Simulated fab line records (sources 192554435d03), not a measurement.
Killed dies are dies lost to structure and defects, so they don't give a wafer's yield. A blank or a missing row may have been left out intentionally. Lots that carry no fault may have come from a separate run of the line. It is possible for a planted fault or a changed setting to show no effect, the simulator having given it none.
Code-filled problem report in 8D (eight disciplines) form | flow n5_finfet | the parts of the form that need people (team, actions taken, sign-off) are left out

## 1. THE PROBLEM
At N5_SDB_CUT_ETCH_26, oes_o_777_au averages 1.57 a.u. over 3 wafers from 2 lots, while fault-free wafers read 0.99 a.u., standard deviation 0.034. That is +17 standard deviations from the usual mean.
The step: etches Si in HBr/Cl2/O2, target depth 129.6 nm, bt time 20 s, time 51.8 s.
First seen on wafer L300.3, day 6 22:34, on rie_si-02. At this step, 30 wafers from 10 lots have a number in the record. By rule, "out" or "out of limits" means more than 4 standard deviations away from the usual mean. Any other wafer with a number is counted as sound.

## 2. WHAT IT IS, WHAT IT ISN'T
question                    | is                     | is not
which readings at this step | oes_o_777_au           | drypump_motor_current_A, mfc_cl2_sccm, oes_product_au, throttle_valve_pct
which lots                  | L300, L301             | L287, L288, L289, L291, L297, L307, L309, L310
which wafers of those lots  | L300.3, L300.6, L301.3 | L300.5, L301.1, L301.2
read on which tools         | rie_si-02              | rie_si-01, rie_si-05
when                        | from day 6 22:34       | up to then (16 sound wafers); but 11 sound wafers of L301, L307, L309, L310 came after

## 3. SUSPECTS, AND WHAT RULES EACH OUT
Counting: if a tool at a process step up to the reading ran every lot that is out, it stays a suspect. Sound lots after the first of them don't rule it out here, since some wafers of a struck lot are sound.
- pecvd-02 at N5_SDB_HM_DEP_00 (deposits SiNx from SiH4/NH3/N2, target thk 40 nm, time 35.3 s): kept. It processed each lot that is out (first: L300, day 6 21:18); up to then, its last sound lot is L297 (day 6 08:26).
- rie_si-02 at N5_SDB_CUT_ETCH_26 (etches Si in HBr/Cl2/O2, target depth 129.6 nm, bt time 20 s, time 51.8 s): kept. It processed each lot that is out (first: L300, day 6 22:34); up to then, its last sound lot is L297 (day 6 10:07). Out on those wafers are its own readings of oes_o_777_au.
- In pecvd-02 at N5_SDB_HM_DEP_00, the wafers that are out were processed in chamber 1 and their sound lot-mates in chambers 0, 2.
- In rie_si-02 at N5_SDB_CUT_ETCH_26, the wafers that are out were processed in chamber 0 and their sound lot-mates in chambers 1, 3.
After counting, pecvd-02 at N5_SDB_HM_DEP_00 and rie_si-02 at N5_SDB_CUT_ETCH_26 remain.

## 4. THE CAUSE (what the simulator had put in)
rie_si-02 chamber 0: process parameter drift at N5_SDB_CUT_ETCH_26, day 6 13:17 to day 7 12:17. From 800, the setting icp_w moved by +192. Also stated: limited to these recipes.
After counting, 2 suspects remain, this tool included.

## 5. SEQUENCE OF EFFECTS, ordered by route
Each row: a reading where the mean over the struck wafers with a number is more than 3 standard deviations away from the usual. Only readings whose record carries a usual standard deviation are examined. hours: median over the lots of the time between each lot's start at the first step of this table that gives one and its start at this step. sigmas: the change, counted in usual standard deviations.
hours | step               | reading      | usual     | on struck wafers | change | sigmas
0     | N5_SDB_CUT_ETCH_26 | oes_o_777_au | 0.99 a.u. | 1.57             | +0.58  | +17
Here are the process steps it includes:
- N5_SDB_CUT_ETCH_26: etches Si in HBr/Cl2/O2, target depth 129.6 nm, bt time 20 s, time 51.8 s.
Later steps that measure or inspect, where all struck wafers having a row at the step show a number for every such reading and not one has moved that far: N5_BEOL_M4_RC_MEAS_101.

## 6. HOW IT WOULD HAVE BEEN CAUGHT EARLIER
First out-of-limits reading in this record: day 6 22:34, which is 9 hours after fault onset at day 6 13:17.
